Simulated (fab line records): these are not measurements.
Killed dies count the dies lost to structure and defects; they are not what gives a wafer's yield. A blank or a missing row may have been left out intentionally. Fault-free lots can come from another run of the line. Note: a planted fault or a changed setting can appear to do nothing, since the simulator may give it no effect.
fab line records | flow nand_harc | part 2 of 2: steps 5 to 6 of 6
[record] lots = 23 wafers = 69 last_day = 34
route steps=1302 shown A_CONTACT@1045
lots untouched by any fault: they come from a run of this same line in which no faults occurred
start_h: start of the lot's first displayed wafer, in hours after the record's first day | wait_h: hours from the lot's prior step to this one | " same as the row above | L1.1+2: several wafers, shown together as one row | - either no value or no given start | * or withheld: withheld | < > ~ a bound
route shown NAME@n: NAME is a module with steps in the file, n the number in the route of the first one | usual: average and standard deviation across the fault-free wafers | same: alike in all rows | chamber/n: place in a boat | sites: each site's reading | _std_site: standard deviation across them | _edge_site: inner sites' mean taken away from outer sites' mean | radius_mm: for every site, how far away it sits from the centre of the wafer | mask NAME#n: copy n | behind: the most recent tool/chamber to have shaped the wafer | hold: reason for holding the lot/hours on hold/outcome of the hold | device: which transistor (n, p or np) failed to switch | end of line: tests run on the same wafers once the route is complete | a step without rows: its recipe alone | killed: dies lost to structure and defects at the first sort, not the wafer's yield | map: per-die view of a wafer (x killed, . not killed, _ where there is no die)
set.NAME: the setting the step ran with; set.NAME@STEP: the setting that earlier step ran with | model.NAME: the simulator's own value behind a step, which no gauge read
a sample of lots followed through the steps of the route, with each step as a table and each wafer as a row
services: the hour from which a tool's chamber was out of use, counted from the record's first day as start_h (under 0 if before that day), plus the number of hours and why
[[steps]]
[step NHARC_A_CONTACT_STRIP_26]
[recipe] o2_flow_sccm = 500 ar_flow_sccm = 0 bias_w = 0 chemistry = O2
[usual] drypump_motor_current_A = 5.7/0.47 oes_product_au = 1.002/0.0084 rf_vpp_V = 57.9/0.9 showerhead_plenum_p_Torr = 3.56/0.13 throttle_valve_pct = 17.036/0.0091
// columns lot.wafer tool chamber start_h wait_h drypump_motor_current_A oes_product_au rf_hours_counter_h rf_vpp_V showerhead_plenum_p_Torr throttle_valve_pct
L074.1 rie_diel-11 2 - - 5.9 0.997 10 57.6 3.45 17.037
L074.3 " 3 " " 5.8 0.995 9 58.3 3.70 17.037
L074.2 " 1 " " 5.7 0.997 11 57.9 3.64 17.032
L075.2 rie_diel-11 0 - - 4.9 1.008 15 57.3 3.41 17.037
L075.3 " 1 " " 5.8 1.007 16 57.9 3.63 17.043
L075.6 " 3 " " 5.8 1.014 - 59.5 3.70 17.034
L076.1 rie_diel-10 0 - - 5.9 1.008 18 56.3 3.52 17.024
L076.6 " 2 " " 6.4 1.003 - 57.6 3.37 17.027
L076.5 " 3 " " 5.4 1.000 - 58.5 3.54 17.038
L078.3 rie_diel-11 2 - - 5.8 1.011 20 57.2 3.44 17.046
L078.5 " 3 " " 5.8 0.998 - 57.8 3.70 17.030
L078.6 " 0 " " 5.0 1.008 - 57.1 3.41 17.047
L077.4 rie_diel-11 3 - - 5.8 1.011 19 60.2 3.69 17.013
L077.3 " 1 " " 5.7 1.010 19 58.4 3.63 17.038
L077.5 " 0 " " 5.0 1.005 - 56.5 3.41 17.040
L079.1 rie_diel-11 2 - - 5.9 1.003 20 57.5 3.44 17.021
L079.6 " 1 " " 5.7 0.992 - 57.3 3.63 17.046
L079.5 " 2 " " 5.8 0.997 - 57.1 3.44 17.044
L081.2 rie_diel-10 3 - - 5.4 1.004 50 58.3 3.53 17.038
L081.4 " 1 " " 5.8 1.002 44 59.8 3.71 17.053
L081.3 " 2 " " 6.4 1.004 49 58.0 3.36 17.038
L080.1 rie_diel-11 2 - - 5.9 1.010 24 57.7 3.44 17.027
L080.4 " 1 " " 5.7 1.012 24 58.7 3.63 17.035
L080.5 " 2 " " 5.9 1.019 - 59.2 3.44 17.025
L084.2 rie_diel-11 3 - - 5.8 1.010 26 58.8 3.69 17.050
L084.1 " 0 " " 4.9 1.012 29 55.9 3.41 17.038
L084.6 " 3 " " 5.8 1.005 - 58.1 3.69 17.037
L083.1 rie_diel-03 3 - - 6.1 1.004 51 56.7 3.59 17.030
L083.4 " 1 " " 5.2 1.003 52 59.6 3.75 17.034
L083.2 " 2 " " 6.9 1.007 45 57.7 3.57 17.030
L086.1 rie_diel-10 2 - - 6.4 1.000 5 58.1 3.36 17.044
L086.4 " 3 " " 5.4 1.001 6 58.1 3.52 17.033
L086.5 " 3 " " 5.4 1.003 - 57.8 3.52 17.026
L085.4 rie_diel-03 2 - - 6.8 0.995 53 57.8 3.57 17.042
L085.2 " 3 " " 6.1 1.008 57 58.0 3.59 17.039
L085.5 " 1 " " 5.2 0.998 - 58.7 3.74 17.042
L087.3 rie_diel-11 3 - - 5.8 0.980 3 59.7 3.69 17.037
L087.1 " 0 " " 4.9 0.988 2 56.6 3.41 17.039
L087.2 " 1 " " 5.7 1.005 4 58.3 3.62 17.041
L090.3 rie_diel-03 1 - - 5.2 0.994 4 59.2 3.74 17.026
L090.4 " 2 " " 6.8 1.009 5 57.9 3.57 17.011
L090.5 " 3 " " 6.1 1.008 - 57.3 3.59 17.027
L091.2 rie_diel-11 3 - - 5.9 1.007 9 58.7 3.69 17.035
L091.1 " 0 " " 4.9 1.018 8 58.2 3.40 17.047
L091.6 " 3 " " 5.9 1.016 - 58.3 3.69 17.051
L089.1 rie_diel-11 0 - - 4.9 0.997 8 57.5 3.40 17.034
L089.3 " 1 " " 5.7 1.008 10 58.2 3.62 17.012
L089.5 " 0 " " 4.9 1.002 - 58.8 3.40 17.046
L088.3 rie_diel-11 3 - - 5.9 1.002 9 57.3 3.68 17.035
L088.2 " 0 " " 4.9 1.006 8 57.3 3.40 17.039
L088.5 " 3 " " 5.9 1.000 - 57.5 3.69 17.041
L092.2 rie_diel-03 1 - - 5.2 1.001 17 58.7 3.73 17.029
L092.6 " 2 " " 6.8 1.010 - 59.6 3.56 17.013
L092.5 " 3 " " 6.1 1.003 - 57.4 3.58 17.041
L094.4 rie_diel-11 1 - - 5.7 0.998 17 58.3 3.62 17.025
L094.1 " 2 " " 5.8 1.007 18 58.2 3.43 17.031
L094.3 " 3 " " 5.9 0.989 16 59.8 3.68 17.041
L093.4 rie_diel-11 1 - - 5.7 1.005 17 57.4 3.62 17.043
L093.1 " 2 " " 5.8 1.007 18 57.7 3.43 17.048
L093.5 " 1 " " 5.7 0.999 - 57.8 3.62 17.034
L095.2 rie_diel-11 0 - - 4.9 0.992 15 58.9 3.40 17.037
L095.3 " 2 " " 5.8 1.009 19 56.3 3.43 17.043
L095.6 " 0 " " 4.9 0.992 - 57.0 3.40 17.036
L096.4 rie_diel-11 1 - - 5.7 1.008 20 56.6 3.61 17.042
L096.5 " 0 " " 4.9 1.004 - 57.0 3.40 17.032
L096.6 " 1 " " 5.8 1.003 - 58.0 3.62 17.028
L097.1 rie_diel-10 1 - - 5.8 0.999 55 58.4 3.67 17.045
L097.2 " 2 " " 6.3 0.999 57 56.6 3.33 17.035
L097.4 " 3 " " 5.4 1.004 54 57.9 3.49 17.031
[step NHARC_A_CONTACT_CMP_20]
[recipe] t_overpolish_s = 30 target_thk_nm = 300
[usual] motor_current_A = 12.6/1 overpolish_run_s = 30.000/0.009 time_to_endpoint_s = 59.0/2.4
// columns lot.wafer tool chamber start_h wait_h motor_current_A overpolish_run_s time_to_endpoint_s
L074.2 cmp-02 0 506.45 0.8 11.3 29.998 55.3
L074.3 " 1 " " 12.5 30.010 61.9
L074.1 " 3 " " 12.8 29.996 57.5
L075.2 cmp-01 3 531.82 0.7 15.4 30.009 63.9
L075.3 " 1 " " 13.0 30.002 59.6
L075.6 " 3 " " 15.2 30.001 61.3
L076.1 cmp-04 3 532.59 0.7 13.6 29.986 61.2
L076.6 " 0 " " 10.2 29.985 63.2
L076.5 " 1 " " 13.0 29.993 60.4
L078.3 cmp-02 0 547.25 0.4 11.5 30.018 59.5
L078.6 " 3 " " 13.4 30.011 58.8
L078.5 " 0 " " 11.5 29.995 59.2
L077.3 cmp-02 3 548.79 0.4 13.0 30.019 56.4
L077.4 " 1 " " 12.4 30.006 59.6
L077.5 " 3 " " 12.5 29.994 54.6
L079.1 cmp-02 2 550.15 0.8 13.5 29.991 58.7
L079.5 " 3 " " 12.9 29.997 61.1
L079.6 " 0 " " 11.3 29.993 62.4
L081.3 cmp-04 3 571.43 0.4 12.6 29.986 57.5
L081.4 " 0 " " 10.5 29.995 59.2
L081.2 " 2 " " 12.5 30.002 60.2
L080.1 cmp-02 3 588.56 0.8 12.2 29.987 54.4
L080.4 " 1 " " 12.3 30.003 59.1
L080.5 " 2 " " 14.3 30.000 58.1
L084.2 cmp-02 3 610.68 0.7 12.7 30.003 56.2
L084.1 " 0 " " 11.1 29.989 56.4
L084.6 " 2 " " 13.3 30.005 55.8
L083.1 cmp-02 0 618.76 0.8 11.9 29.980 57.4
L083.2 " 1 " " 12.1 29.995 58.9
L083.4 " 3 " " 12.9 29.988 57.9
L086.1 cmp-04 1 625.85 0.6 12.6 29.997 61.9
L086.4 " 2 " " 12.9 30.011 54.3
L086.5 " 1 " " 12.9 29.997 58.6
L085.2 cmp-04 3 638.45 1.1 13.0 30.008 58.9
L085.4 " 1 " " 12.8 29.996 58.3
L085.5 " 3 " " 13.1 29.997 55.4
L087.3 cmp-04 2 639.22 0.4 13.4 30.007 59.8
L087.2 " 3 " " 13.6 30.007 59.1
L087.1 " 0 " " 10.7 30.011 58.7
L090.3 cmp-04 1 667.28 0.4 12.5 29.991 63.3
L090.4 " 0 " " 11.0 29.989 60.6
L090.5 " 1 " " 13.1 29.991 60.2
L091.2 cmp-02 3 671.23 0.7 12.9 29.998 56.2
L091.1 " 0 " " 11.6 29.999 56.4
L091.6 " 1 " " 11.8 30.010 57.9
L089.1 cmp-01 1 672.66 0.7 12.1 29.997 59.6
L089.3 " 3 " " 14.3 29.993 61.2
L089.5 " 1 " " 12.5 30.003 60.0
L088.2 cmp-02 0 675.25 0.8 11.7 30.010 57.9
L088.3 " 1 " " 12.6 29.997 61.8
L088.5 " 2 " " 13.0 30.003 55.0
L092.2 cmp-02 1 692.43 0.6 12.2 30.001 61.2
L092.6 " 1 " " 12.1 30.000 60.7
L092.5 " 2 " " 14.2 29.975 59.0
L094.1 cmp-02 1 710.45 0.8 12.7 30.018 59.3
L094.3 " 2 " " 13.7 30.015 55.4
L094.4 " 3 " " 12.9 30.000 58.1
L093.4 cmp-02 1 711.19 0.5 12.6 29.994 62.7
L093.1 " 0 " " 11.5 30.009 61.6
L093.5 " 1 " " 12.3 30.006 60.0
L095.2 cmp-02 1 716.33 0.7 12.4 29.990 62.6
L095.3 " 2 " " 14.0 29.990 59.3
L095.6 " 3 " " 12.4 30.003 60.2
L096.4 cmp-01 2 741.88 0.6 11.3 29.991 57.3
L096.6 " 3 " " 14.8 29.995 57.7
L096.5 " 0 " " 12.3 29.996 60.3
L097.2 cmp-02 3 764.14 0.6 12.2 29.993 59.9
L097.1 " 1 " " 12.8 30.003 64.9
L097.4 " 2 " " 13.8 29.996 60.3
[[services]]
// columns tool chamber start_h hours kind
rie_diel-03 0 475.38 9.6 repair
rie_diel-11 3 476.42 1.9 repair
cmp-02 - 477.25 0.8 repair
rie_diel-03 2 490.23 16.0 repair
cmp-04 - 503.09 4.0 pm
cmp-02 - 526.60 4.0 pm
cmp-02 - 537.59 1.6 repair
rie_diel-11 3 589.56 5.1 repair
rie_diel-10 - 598.20 9.0 pm
cmp-04 - 601.09 4.0 pm
rie_diel-11 - 610.46 9.0 pm
rie_diel-11 0 623.90 8.0 repair
cmp-02 - 624.60 4.0 pm
rie_diel-10 3 627.91 2.3 repair
cmp-04 - 635.42 1.4 repair
rie_diel-03 - 637.87 9.0 pm
rie_diel-03 0 660.94 4.6 repair
cmp-04 - 694.78 1.3 repair
cmp-04 - 699.09 4.0 pm
rie_diel-10 3 701.09 2.6 repair
cmp-02 - 722.63 4.0 pm
cmp-04 - 723.23 1.7 repair
cmp-04 - 738.69 1.7 repair
rie_diel-11 - 753.49 0.2 repair
